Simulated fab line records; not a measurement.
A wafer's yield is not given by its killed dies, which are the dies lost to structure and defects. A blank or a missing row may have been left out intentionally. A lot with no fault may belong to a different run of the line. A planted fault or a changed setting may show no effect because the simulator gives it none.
Split-lot experiment    flow n5 finfet    7 lots, 21 wafers read, on a route of 1938 steps

== THE SPLIT ==
At N5_SDB_EXPOSE_08 (exposes mask SDB), the setting dose mj was moved away from the recipe's 49.6 on 8 of the 21 wafers read, by -6.9% to +5.8%. For the rest of the wafers, this setting stayed at what the recipe calls for.

== FROM THE SPLIT TO THE READING: what the file shows between them, 2 steps ==
- N5_SDB_PEB_09: peb time 60 s
- N5_SDB_DEVELOP_10: develop time 30 s

== THE READING ==
cd nm, in nm, at N5_SDB_CD_MEAS_11 (target cd 50 nm). Fault-free wafers of this fab line usually give 49.6 nm, standard deviation 1.6 nm.

wafer   tool, chamber at the split  dose mj as run  against the recipe  cd nm, nm  against lot-mates on the recipe
L084.3  arfi scanner-03, 0          51.35           +3.5%               53.9       +1.9
L084.4  arfi scanner-03, 0          49.6            recipe              52.0       -
L084.5  arfi scanner-03, 0          51.35           +3.5%               53.6       +1.6
L087.1  arfi scanner-01, 0          48.14           -2.9%               47.1       no lot-mate on the recipe
L087.5  arfi scanner-01, 0          48.14           -2.9%               45.3       no lot-mate on the recipe
L087.6  arfi scanner-01, 0          48.14           -2.9%               47.5       no lot-mate on the recipe
L088.1  arfi scanner-03, 0          49.6            recipe              50.0       -
L088.4  arfi scanner-03, 0          49.6            recipe              51.2       -
L088.5  arfi scanner-03, 0          49.6            recipe              51.5       -
L090.1  arfi scanner-02, 0          49.6            recipe              49.1       -
L090.2  arfi scanner-02, 0          49.6            recipe              48.7       -
L090.5  arfi scanner-02, 0          46.17           -6.9%               40.3       -8.6
L093.2  arfi scanner-02, 0          49.6            recipe              53.7       -
L093.4  arfi scanner-02, 0          52.46           +5.8%               57.4       +4.6
L093.5  arfi scanner-02, 0          49.6            recipe              51.8       -
L095.1  arfi scanner-03, 0          51.76           +4.4%               55.1       +6.6
L095.2  arfi scanner-03, 0          49.6            recipe              48.0       -
L095.5  arfi scanner-03, 0          49.6            recipe              48.9       -
L096.3  arfi scanner-03, 0          49.6            recipe              47.7       -
L096.5  arfi scanner-03, 0          49.6            recipe              50.2       -
L096.6  arfi scanner-03, 0          49.6            recipe              48.3       -

FIT RESULTS
A straight line over all 21 wafers: cd nm changes by +1.25 nm for each +1% of dose mj; r = +0.91; the points scatter about the line by 1.6 nm.
The same after taking each lot's own level away (the mean of its wafers on the recipe; 18 wafers): +1.04 nm for each +1%; r = +0.93; scatter 1.2 nm.
Per that fit: largest dose mj move, reading shift of 7.2 nm.
Across the lots, their own levels run from 48.45 to 52.75 nm, a range of 2.7 times the standard deviation given above.
Thus the slope moves with the lot-to-lot level: the two fits are different.
Check: for one of the wafers moved furthest among these (-6.9%), held out of the fit, the line's prediction against its lot-mates is -6.18 nm. Against them it came out at -8.6 nm.

== OTHER SPLITS APPLIED TO THESE WAFERS ==
Other splits were also applied to these wafers ahead of the reading. Each is held against what the fit with the lots' levels taken away leaves over:
other split on the same wafers             wafers away from the commonest value  r with cd nm (lot level and that fit taken away)
N5_ZERO_LAYER_ETCH_18 icp w                5                                     +0.35
N5_WELL_APT_COAT_02 spin rpm               10                                    +0.10
N5_PMOS_HMC_CHANNEL_EPI_HM_DEP_34 time s   9                                     -0.22
N5_PMOS_HMC_CHANNEL_EPI_PEB_07 peb temp c  9                                     -0.07
N5_DUMMY_GATE_CVD_03 temp c                12                                    +0.23
N5_SD_EPI_N_ETCH_16 target depth a         6                                     +0.15
N5_SD_EPI_N_EPI_21 epi growth time s       5                                     +0.14
N5_ILD0_CMP_12 down force psi              5                                     +0.08

== THE FILE'S OWN FIT ==
cd nm changes by +1.08 nm for each +1% of dose mj, r = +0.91.
